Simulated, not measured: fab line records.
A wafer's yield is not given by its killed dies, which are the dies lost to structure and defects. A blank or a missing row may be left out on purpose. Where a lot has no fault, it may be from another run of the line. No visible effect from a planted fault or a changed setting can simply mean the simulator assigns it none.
The tool behind it: which one? + flow n5_finfet + Sampling: 9 lots, 27 wafers, 3 of 1938 route steps

## WHAT THE GAUGES SHOWED, per wafer
N5_DUMMY_GATE_CD_MEAS_24: target cd 15 nm.
| lot  | measured    | on        | cd_nm (nm)     |
|------|-------------|-----------|----------------|
| L640 | day 2 21:24 | cd_sem-01 | 14.8 15.1 14.8 |
| L641 | day 3 05:31 | cd_sem-03 | 15.2 14.9 14.6 |
| L646 | day 4 13:02 | cd_sem-03 | - - -          |
| L647 | day 4 17:17 | cd_sem-03 | - - -          |
| L648 | day 5 04:19 | cd_sem-02 | - - -          |
| L653 | day 6 06:20 | cd_sem-02 | 15.2 14.4 15.0 |
| L654 | day 6 11:06 | cd_sem-02 | 14.5 14.8 15.5 |
| L658 | day 7 13:58 | cd_sem-02 | 15.2 15.4 15.8 |
| L661 | day 8 06:47 | cd_sem-03 | 15.6 15.1 15.5 |

## EACH LOT AND THE TOOL THAT RAN IT (in order: tool; ch and the chambers of the sampled wafers; start)
| lot  | N5_STI_FIN_REVEAL_ETCHBACK_08     | N5_DUMMY_GATE_PECVD_30         |
|------|-----------------------------------|--------------------------------|
| L640 | rie_diel-01 ch 0,2, day 2 08:45   | pecvd-03 ch 0,1,2, day 2 19:58 |
| L641 | rie_diel-04 ch 0,2,3, day 2 16:58 | pecvd-03 ch 0,1,2, day 3 04:10 |
| L646 | rie_diel-01 ch 0,2,3, day 3 23:27 | pecvd-03 ch 0,1, day 4 10:40   |
| L647 | rie_diel-03 ch 0,3, day 4 04:45   | pecvd-04 ch 0,1,2, day 4 15:58 |
| L648 | rie_diel-01 ch 2,3, day 4 12:41   | pecvd-03 ch 0,2, day 5 02:49   |
| L653 | rie_diel-03 ch 0,2,3, day 5 17:46 | pecvd-04 ch 0,1,2, day 6 04:59 |
| L654 | rie_diel-01 ch 1,2, day 5 22:24   | pecvd-03 ch 1,2, day 6 09:38   |
| L658 | rie_diel-04 ch 0,2,3, day 6 23:49 | pecvd-03 ch 0,1, day 7 12:39   |
| L661 | rie_diel-03 ch 1,2,3, day 7 16:10 | pecvd-03 ch 0,1, day 8 05:19   |
- N5_STI_FIN_REVEAL_ETCHBACK_08: etches SiO2 in C4F6/O2, target depth 30.5 nm, time 10.167 s.
- N5_DUMMY_GATE_PECVD_30: deposits SiO2 from TEOS/O2, target thk 55 nm, time 10.8 s.

## THE ANSWER, worked out from the rows above alone
Rule: what is usual is taken from the lots themselves. Put in order of their means at a reading, lots are off if they are a third of the lots or fewer, leave a main group of 4 or more, and stand apart from it by a gap of 3 or more times the standard deviation of the main group's means; of several such gaps the widest counts. Not used: any main group whose means are identical at the precision the tables above print for the reading. A lot without any number at a reading at which 4 lots or more have one is off too. The other lots that the step has rows for count as sound.
Off: L646, L647, L648 (N5_DUMMY_GATE_CD_MEAS_24, cd_nm). Without a number there: L646, L647, L648. The main group: mean 15.1 nm, standard deviation 0.25.
If a tool, at a process step before that reading, ran all the lots that are off and no sound lot after the first of them, it fits. Gauges at N5_DUMMY_GATE_CD_MEAS_24: tried the same way as those tools. Of those tried, none fits.

## WHAT THE SIMULATOR HAD PUT IN
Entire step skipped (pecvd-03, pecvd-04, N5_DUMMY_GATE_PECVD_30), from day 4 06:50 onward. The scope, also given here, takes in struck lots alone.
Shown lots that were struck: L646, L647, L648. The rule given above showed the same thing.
